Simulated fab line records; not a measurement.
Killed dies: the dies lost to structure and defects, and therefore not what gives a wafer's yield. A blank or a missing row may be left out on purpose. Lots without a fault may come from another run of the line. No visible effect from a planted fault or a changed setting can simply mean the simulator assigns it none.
fab line records	flow n5_finfet	part 2 of 2: steps 24 to 30 of 30
[record] lots = 5	wafers = 15	last_day = 17
route steps=1938 shown BEOL_M5@1183 BEOL_M6@1194
lots that met no fault: taken from a fault-free run of the same line
start_h: hours from the record's first day to the start of the lot's first wafer shown	wait_h: hours elapsed since this lot's preceding step	" the same as in the row above	L1.1+2: a row that stands for several wafers	- value missing, or start not given	* or withheld: withheld	< > ~ a bound
route shown NAME@n: names a module that has steps shown in the file, with the first one's number in the route	usual: the fault-free wafers' mean and standard deviation	same: alike in all rows	chamber/n: place in a boat	sites: readings site by site	_std_site: the standard deviation of these	_edge_site: mean of outer sites minus mean of inner sites	radius_mm: for every site, how far away it sits from the centre of the wafer	mask NAME#n: copy n	behind: tool/chamber where the wafer was last shaped	hold: the reason the lot was held/the length of the hold in hours/how it ended	device: the n, p or np transistor that did not switch	end of line: tests run on the same wafers once the route is complete	for a step that has no rows: nothing shown but its recipe	killed: not the wafer's yield, but the dies lost to structure and defects at the first sort	map: dies across one wafer; x = killed, . = not, _ = none there
set.NAME: setting as actually run; set.NAME@STEP: the setting as run at that earlier step	model.NAME: the simulator's own value behind a step, which no gauge read
lots at some steps of the route; a table a step, a row a wafer
services: a tool's chamber out of use, with start hour (start_h, from the record's first day; less than 0 if before it), hours out, and reason
[[steps]]
[step N5_BEOL_M6_DEVELOP_10]
[recipe] develop_time_s = 30	developer = TMAH	resist = CAR-ArF	rinse_liquid = diw	dry = air_spin	dev_temp_c = 23
[usual] resist_line_temp_C = 22.99/0.1
lot.wafer	tool	chamber	start_h	wait_h	resist_line_temp_C
L074.2	litho_track-04	0	-	-	22.78
L074.3	"	0	"	"	22.89
L074.4	"	0	"	"	22.90
L079.1	litho_track-04	0	-	-	22.94
L079.4	"	0	"	"	22.98
L079.5	"	0	"	"	23.02
L082.2	litho_track-02	0	-	-	22.95
L082.3	"	0	"	"	22.90
L082.6	"	0	"	"	22.91
L090.1	litho_track-05	0	-	-	22.91
L090.3	"	0	"	"	22.91
L090.4	"	0	"	"	22.96
L095.2	litho_track-02	0	-	-	22.96
L095.3	"	0	"	"	23.02
L095.5	"	0	"	"	22.96
[step N5_BEOL_M6_CD_MEAS_11]
[recipe] target_cd_nm = 38.5	landing_energy_ev = 500	detector = se_inlens	polarity = opening
[usual] cd_nm = 38.2/0.57
lot.wafer	tool	chamber	start_h	wait_h	cd_nm
L074.2	cd_sem-02	0	179.03	-	38.4
L074.3	"	0	"	"	39.5
L074.4	"	0	"	"	38.2
L079.1	cd_sem-01	0	208.77	-	38.0
L079.4	"	0	"	"	38.4
L079.5	"	0	"	"	38.0
L082.2	cd_sem-01	0	251.43	-	38.2
L082.3	"	0	"	"	38.6
L082.6	"	0	"	"	38.5
L090.1	cd_sem-03	0	280.78	-	37.4
L090.3	"	0	"	"	37.7
L090.4	"	0	"	"	38.1
L095.2	cd_sem-03	0	326.20	-	39.0
L095.3	"	0	"	"	38.5
L095.5	"	0	"	"	38.0
[step N5_BEOL_M6_OVL_MEAS_12]
[recipe] points_per_wafer = 44
[usual] M6_OVL = 0.2/0.83
lot.wafer	tool	chamber	start_h	wait_h	M6_OVL[nm]
L074.2	overlay-02	0	179.06	0.0	0.9
L074.3	"	0	"	"	-0.6
L074.4	"	0	"	"	1.3
L079.1	overlay-01	0	208.80	0.0	-1.1
L079.4	"	0	"	"	-1.8
L079.5	"	0	"	"	-0.6
L082.2	overlay-02	0	251.46	0.0	0.6
L082.3	"	0	"	"	1.3
L082.6	"	0	"	"	-0.2
L090.1	overlay-02	0	280.81	0.0	-0.3
L090.3	"	0	"	"	-0.2
L090.4	"	0	"	"	-0.3
L095.2	overlay-01	0	326.22	0.0	0.6
L095.3	"	0	"	"	0.0
L095.5	"	0	"	"	-0.2
[step N5_BEOL_M6_INSPECT_13]
[recipe] mode = adi	inspect_instrument = brightfield
[usual] raw_defect_count = 430/120
lot.wafer	tool	chamber	start_h	wait_h	raw_defect_count
L074.2	defect_inspect-02	-	179.09	0.0	407
L074.3	"	-	"	"	285
L074.4	"	-	"	"	266
L079.1	defect_inspect-02	-	208.82	0.0	457
L079.4	"	-	"	"	441
L079.5	"	-	"	"	576
L082.2	defect_inspect-02	-	251.48	0.0	278
L082.3	"	-	"	"	324
L082.6	"	-	"	"	537
L090.1	defect_inspect-01	-	280.84	0.0	333
L090.3	"	-	"	"	339
L090.4	"	-	"	"	407
L095.2	defect_inspect-01	-	326.25	0.0	537
L095.3	"	-	"	"	542
L095.5	"	-	"	"	596
[step N5_BEOL_M6_DESCUM_16]
[recipe] chemistry = O2	time_s = 7.9	source_power_w = 50	bias_power_w = 20	pressure_mtorr = 20	rf_frequency_hz = 2.712e+07	temp_c = 40	resist = CAR-ArF	o2_flow_sccm = 225
[usual] drypump_motor_current_A = 5.6/0.48	oes_product_au = 0.82/0.08	rf_vpp_V = 243.5/1.5	showerhead_plenum_p_Torr = 2.12/0.077	throttle_valve_pct = 20.44/0.27
lot.wafer	tool	chamber	start_h	wait_h	drypump_motor_current_A	oes_product_au	rf_hours_counter_h	rf_vpp_V	showerhead_plenum_p_Torr	throttle_valve_pct
L074.2	rie_diel-05	3	179.12	0.0	6.3	0.92	23	242.7	2.08	20.03
L074.3	"	1	"	"	5.6	0.78	116	244.0	2.05	20.70
L074.4	"	2	"	"	5.8	0.67	231	243.2	2.07	20.68
L079.1	rie_diel-01	0	208.98	0.2	5.8	0.91	20	244.4	2.14	20.46
L079.4	"	1	"	"	5.0	0.67	234	244.6	2.15	20.89
L079.5	"	2	"	"	5.9	0.96	-	245.6	2.27	20.68
L082.2	rie_diel-01	1	251.53	0.0	5.0	0.66	249	241.4	2.15	20.90
L082.3	"	0	"	"	5.8	0.88	35	244.8	2.14	20.49
L082.6	"	2	"	"	5.9	0.92	-	245.5	2.27	20.72
L090.1	rie_diel-01	3	280.91	0.1	5.6	0.74	145	243.9	2.11	20.31
L090.3	"	2	"	"	5.9	0.90	34	245.8	2.26	20.74
L090.4	"	3	"	"	5.6	0.74	-	243.5	2.11	20.31
L095.2	rie_diel-01	2	326.28	0.0	5.9	0.86	55	245.6	2.26	20.77
L095.3	"	3	"	"	5.6	0.73	165	242.3	2.10	20.35
L095.5	"	3	"	"	5.6	0.72	-	243.1	2.10	20.33
[step N5_BEOL_M6_ETCH_61]
[recipe] chemistry = CF4	target = SiARC	target_depth_a = 455	mask_material = CAR-ArF	time_s = 75.8	ion_energy_ev = 80	pressure_mtorr = 40	source_w = 545	bias_w = 36	Ar_flow_sccm = 100	cf4_flow_sccm = 100	ends = cleared
[usual] drypump_motor_current_A = 5.6/0.47	etch_rf_on_time_s = 75.8/2.2	mfc_ar_sccm = 100.0/0.32	oes_product_au = 0.70/0.07	rf_vpp_V = 184.2/1.3	showerhead_plenum_p_Torr = 2.16/0.076	throttle_valve_pct = 15.56/0.23
lot.wafer	tool	chamber	start_h	wait_h	drypump_motor_current_A	etch_rf_on_time_s	mfc_ar_sccm	oes_product_au	rf_hours_counter_h	rf_vpp_V	showerhead_plenum_p_Torr	throttle_valve_pct
L074.2	rie_diel-05	3	179.16	0.0	6.3	76.2	99.6	0.77	23	183.7	2.12	15.18
L074.3	"	1	"	"	5.6	76.3	100.3	0.67	116	182.6	2.07	15.70
L074.4	"	2	"	"	5.7	74.8	100.1	0.58	231	183.6	2.10	15.84
L079.1	rie_diel-01	0	209.01	0.0	5.8	77.0	99.9	0.76	20	184.7	2.19	15.53
L079.4	"	1	"	"	5.0	75.1	100.0	0.58	234	184.1	2.21	16.03
L079.5	"	2	"	"	5.9	74.6	99.6	0.82	-	185.4	2.28	15.61
L082.2	rie_diel-01	1	251.56	0.0	5.1	75.7	100.0	0.57	249	185.7	2.20	16.05
L082.3	"	0	"	"	5.8	76.6	100.3	0.75	35	183.8	2.19	15.58
L082.6	"	2	"	"	5.9	75.0	99.9	0.79	-	184.9	2.27	15.64
L090.1	rie_diel-01	3	280.94	0.0	5.6	77.2	100.1	0.63	145	184.8	2.14	15.42
L090.3	"	2	"	"	5.9	73.6	99.7	0.77	34	184.9	2.27	15.65
L090.4	"	3	"	"	5.6	77.1	99.8	0.64	-	183.5	2.14	15.41
L095.2	rie_diel-01	2	326.32	0.0	5.9	74.9	99.9	0.73	55	184.6	2.26	15.69
L095.3	"	3	"	"	5.6	77.1	99.5	0.62	165	183.7	2.13	15.47
L095.5	"	3	"	"	5.6	78.5	100.2	0.62	-	184.0	2.13	15.45
[step N5_BEOL_M6_ETCH_62]
[recipe] chemistry = N2/H2	target = SOC	target_depth_a = 1100	overetch_a = 220	mask_material = SiARC	temp_c = 40	time_s = 165	ion_energy_ev = 200	pressure_mtorr = 30	source_w = 840	bias_w = 150	n2_flow_sccm = 200	h2_flow_sccm = 200
[usual] drypump_motor_current_A = 5.6/0.48	n2_flow_sccm = 200.1/0.58	oes_product_au = 0.69/0.063	rf_vpp_V = 524.5/2.7	showerhead_plenum_p_Torr = 2.56/0.097	throttle_valve_pct = 17.7/0.35
lot.wafer	tool	chamber	start_h	wait_h	drypump_motor_current_A	n2_flow_sccm	oes_product_au	rf_hours_counter_h	rf_vpp_V	showerhead_plenum_p_Torr	throttle_valve_pct
L074.2	rie_diel-05	3	179.21	0.0	6.3	200.2	0.77	23	521.0	2.46	17.1
L074.3	"	1	"	"	5.6	200.3	0.67	116	522.0	2.44	17.8
L074.4	"	2	"	"	5.7	199.8	0.57	231	522.6	2.48	17.9
L079.1	rie_diel-01	0	209.07	0.0	5.8	199.8	0.77	20	525.5	2.59	17.8
L079.4	"	1	"	"	5.0	199.9	0.58	234	524.8	2.63	18.5
L079.5	"	2	"	"	5.9	199.2	0.80	-	526.7	2.69	17.6
L082.2	rie_diel-01	1	251.62	0.0	5.0	199.4	0.57	249	525.4	2.62	18.5
L082.3	"	0	"	"	5.8	200.1	0.74	35	524.9	2.58	17.8
L082.6	"	2	"	"	5.9	199.3	0.77	-	528.9	2.68	17.7
L090.1	rie_diel-01	3	281.00	0.0	5.6	201.3	0.64	145	524.6	2.54	17.5
L090.3	"	2	"	"	5.9	199.9	0.75	35	527.2	2.68	17.7
L090.4	"	3	"	"	5.6	200.8	0.63	-	524.8	2.54	17.5
L095.2	rie_diel-01	2	326.38	0.0	5.9	199.9	0.73	55	526.0	2.67	17.7
L095.3	"	3	"	"	5.6	200.7	0.62	165	524.9	2.53	17.5
L095.5	"	3	"	"	5.6	200.3	0.63	-	522.2	2.53	17.5
[[services]]
tool	chamber	start_h	hours	kind
uv_cure-02	-	154.23	1.0	pm
uv_cure-03	-	154.30	2.1	pm
cmp-02	-	154.38	4.4	repair
cvd_co-01	-	163.02	0.8	repair
pecvd-01	0	168.30	5.9	repair
arfi_scanner-01	-	169.55	0.8	pm
pecvd-02	0	182.67	2.3	repair
pecvd-02	-	184.08	0.6	repair
pecvd-03	-	209.60	1.2	repair
cmp-02	-	225.93	1.8	repair
cmp-02	-	229.14	4.0	pm
rie_diel-01	3	233.35	4.4	repair
pecvd-03	2	237.88	5.4	repair
rie_diel-05	2	248.24	5.7	repair
rtp_anneal-01	-	250.65	1.2	pm
cmp-02	-	275.01	1.8	repair
rie_diel-05	-	280.28	28.1	pm
cmp-02	-	294.31	4.3	repair
cvd_co-02	-	302.30	0.5	repair
pecvd-04	1	302.38	10.1	repair
cvd_co-01	-	305.44	6.9	pm
pecvd-03	2	309.52	7.6	repair
pvd_sputter-03	-	316.53	4.6	repair
pecvd-01	1	319.44	7.1	repair
